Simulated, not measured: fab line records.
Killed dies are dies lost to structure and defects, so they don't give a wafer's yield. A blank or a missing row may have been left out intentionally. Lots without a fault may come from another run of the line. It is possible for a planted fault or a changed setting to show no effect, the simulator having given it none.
Matching of chambers	flow n5 finfet	pecvd-02 running N5_BEOL_M0_SAQP_ILD_DEP_01: 3 sister chambers
The step deposits SiOC from DEMS/O2, target thk 45.419 nm, time 8.7 s. 16 wafers are shown with their chamber, then 8 later ones without.

== WAFERS, EACH WITH ITS CHAMBER ==
wafer	chamber	throttle valve pct (%)	heater power outer w (W)	heater power w (W)
L074.1	2	11.2	191	398
L074.4	2	11.0	199	390
L074.6	0	12.0	283	500
L077.1	1	12.0	197	423
L077.2	2	10.8	255	472
L077.4	0	12.0	258	481
L084.1	2	10.9	244	447
L084.3	0	12.1	283	510
L084.5	1	11.7	234	473
L087.1	2	11.2	259	475
L087.2	1	11.9	187	407
L087.5	1	11.7	188	413
L088.1	1	11.6	197	419
L088.4	2	10.9	249	455
L088.5	0	11.8	311	534
L092.2	1	12.0	183	388

SIGNATURES, as means of the wafers listed above
reading	chamber 0	chamber 1	chamber 2	scatter within a chamber
throttle valve pct	11.975	11.817	11.000	0.161
heater power outer w	283.75	197.67	232.83	24.2
heater power w	506.25	420.50	439.50	30.8
Rule: a wafer's distance from a chamber is the root of the sum, over the readings, of the square of ((its reading less the chamber's mean) divided by the reading's scatter). The wafer belongs to the nearest chamber; if the next one is less than 2 further off, it can't be placed. The scatter is the square root of a quotient: the sum, over the shown wafers, of each reading's squared deviation from its chamber's mean, divided by wafers minus chambers.

== WAFERS WITHOUT THEIR CHAMBER ==
wafer	throttle valve pct (%)	heater power outer w (W)	heater power w (W)
L092.4	11.5	183	405
L092.5	11.2	227	427
L076.2	11.3	227	421
L076.3	12.0	218	449
L076.5	12.3	212	452
L097.1	11.9	219	455
L097.3	12.1	303	547
L097.6	11.1	236	451

== WHICH CHAMBER EACH ONE RAN IN ==
wafer	from the rows above	in truth
L092.4	can't be placed: 1 or 2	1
L092.5	2	2
L076.2	can't be placed: 2 or 1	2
L076.3	can't be placed: 1 or 0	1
L076.5	can't be placed: 1 or 0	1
L097.1	can't be placed: 1 or 0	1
L097.3	0	0
L097.6	2	2
3 of 8 placed correctly. From these rows, 5 cannot be placed; in 5 the true chamber is one of the candidates. Placed wrongly: 0.
